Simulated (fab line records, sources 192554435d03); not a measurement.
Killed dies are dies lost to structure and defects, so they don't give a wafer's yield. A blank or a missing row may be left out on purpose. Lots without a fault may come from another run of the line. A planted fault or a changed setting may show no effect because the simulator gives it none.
Problem report in the 8D (eight disciplines) form, filled by code | flow n5_finfet | the parts of the form that need people (team, actions taken, sign-off) are left out

1. THE PROBLEM
killed_at_M4_up at N5_PASSIVATION_PROBE_49 reads a mean of 527 on 5 wafers of 3 lots; wafers without a fault read 13 with a standard deviation of 4.9. That is +99 or more standard deviations from the usual mean.
First seen on wafer L700.2, day 16 19:30, on prober-01. The record holds 13 wafers of 5 lots with a number at this step. Rule for "out", or "out of limits": more than 4 standard deviations from the usual mean. The other wafers with a number count as sound.

2. WHAT IT IS AND WHAT IT IS NOT
question                    | is                                                                                                                                     | is not
which readings at this step | killed_at_M4_up, defect_limited_yield, killed_dies, killed_on_rim, sort_bin_5_function, sort_bin_6_memory, sort_n_pass, sort_yield_pct | killed_at_M0_to_M3, killed_at_contacts, killed_at_front_end, killed_at_other
which lots                  | L700, L703, L705                                                                                                                       | L693, L698
which wafers of those lots  | L700.2, L700.4, L703.2, L703.4, L705.2                                                                                                 | L700.1, L703.5, L705.5
read on which tools         | prober-01, prober-02                                                                                                                   | -
when                        | from day 16 19:30                                                                                                                      | up to then (6 sound wafers); but 2 sound wafers of L703, L705 came after

3. SUSPECTS, AND WHAT RULES EACH OUT
Counting: a tool at a process step up to the reading stays a suspect if it ran every lot that is out. Sound lots after the first of them don't rule it out here, since some wafers of a struck lot are sound.
- ecd_cu-02 at N5_BEOL_M4_ECD_50 (material Cu, target thk 300 nm): kept. It ran every lot that is out, first L700 (day 12 07:07); its last sound lot up to then is L698 (day 11 14:29).
Left after counting: ecd_cu-02 at N5_BEOL_M4_ECD_50.

4. THE CAUSE (what the simulator had put in)
Chamber particle source: ecd_cu-02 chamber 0, from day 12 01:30 on, at N5_BEOL_M4_ECD_50. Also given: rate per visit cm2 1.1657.
Counting left only this tool.

5. THE CHAIN OF EFFECTS, in route order
Each row: a reading whose mean over the struck wafers that have a number lies more than 3 standard deviations from the usual. Only readings for which the record gives a usual standard deviation are gone through. hours: the time from each lot's start at the first step in this table that gives one to its start at this step, as a median over the lots. sigmas: the change in usual standard deviations.
hours | step                    | reading              | usual  | on struck wafers | change | sigmas
0     | N5_PASSIVATION_PROBE_49 | defect_limited_yield | 91.5 % | 50.1             | -41.4  | -28
0     | N5_PASSIVATION_PROBE_49 | killed_at_M4_up      | 13     | 527              | +514   | +99 or more
0     | N5_PASSIVATION_PROBE_49 | killed_dies          | 100    | 589              | +489   | +27
0     | N5_PASSIVATION_PROBE_49 | killed_on_rim        | 13     | 77               | +64    | +17
0     | N5_PASSIVATION_PROBE_49 | sort_bin_5_function  | 5.0 %  | 31.7             | +26.7  | +28
0     | N5_PASSIVATION_PROBE_49 | sort_bin_6_memory    | 3.2 %  | 15.0             | +11.8  | +16
0     | N5_PASSIVATION_PROBE_49 | sort_n_pass          | 1080   | 591              | -489   | -27
0     | N5_PASSIVATION_PROBE_49 | sort_yield_pct       | 91.5 % | 50.1             | -41.4  | -28
The process steps in it:
- N5_PASSIVATION_PROBE_49

6. WHAT WOULD HAVE CAUGHT IT SOONER
In this record the first reading out of limits was taken at day 16 19:30, 114 hours after the fault began at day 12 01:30.
All the lots that are out (3) had begun N5_BEOL_M4_ECD_50 on ecd_cu-02 by day 16 19:30. A hold on the tool at that time would have spared none of them.
